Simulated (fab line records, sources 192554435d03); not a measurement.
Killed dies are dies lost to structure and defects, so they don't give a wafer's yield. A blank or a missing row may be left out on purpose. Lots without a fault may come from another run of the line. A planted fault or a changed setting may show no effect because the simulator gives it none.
Chamber matching | flow n5_finfet | N5_BEOL_M15_DESCUM_15 on rie_diel-05: 4 sister chambers
The step chemistry O2, time 7.9 s. 8 wafers are shown with their chamber, then 7 later ones without.

WAFERS WITH THEIR CHAMBER
wafer  | chamber | drypump_motor_current_A (A) | showerhead_plenum_p_Torr (Torr)
L079.2 | 0       | 6.6                         | 2.02
L079.4 | 1       | 5.3                         | 2.14
L079.5 | 2       | 6.6                         | 2.10
L084.1 | 2       | 6.6                         | 2.10
L084.2 | 1       | 5.3                         | 2.14
L084.5 | 3       | 5.9                         | 2.14
L087.2 | 3       | 5.8                         | 2.13
L087.4 | 0       | 6.6                         | 2.01

WAFERS WITHOUT THEIR CHAMBER
wafer  | drypump_motor_current_A (A) | showerhead_plenum_p_Torr (Torr)
L087.6 | 5.3                         | 2.13
L094.2 | 6.6                         | 2.01
L094.4 | 5.3                         | 2.13
L094.5 | 5.8                         | 2.13
L096.3 | 5.3                         | 2.13
L096.5 | 6.6                         | 2.01
L096.6 | 5.3                         | 2.13

WHICH CHAMBER EACH WENT THROUGH
wafer  | from the rows above | in truth
L087.6 | 1                   | 1
L094.2 | 0                   | 0
L094.4 | 1                   | 1
L094.5 | 3                   | 3
L096.3 | 1                   | 1
L096.5 | 0                   | 0
L096.6 | 1                   | 1
Placed correctly: 7 of 7. Can't be placed from these rows: 0. Placed wrongly: 0.
How it was worked out, from the rows above alone: a wafer's distance from a chamber is the root of the sum, over the readings, of the square of ((its reading less the chamber's mean) divided by the reading's scatter). The wafer belongs to the nearest chamber; if the next one is less than 2 further off, it can't be placed. A chamber's mean is the mean of its shown wafers. The scatter: the root of (the sum of the squares of (reading less its chamber's mean) over the shown wafers, divided by (wafers less chambers)).
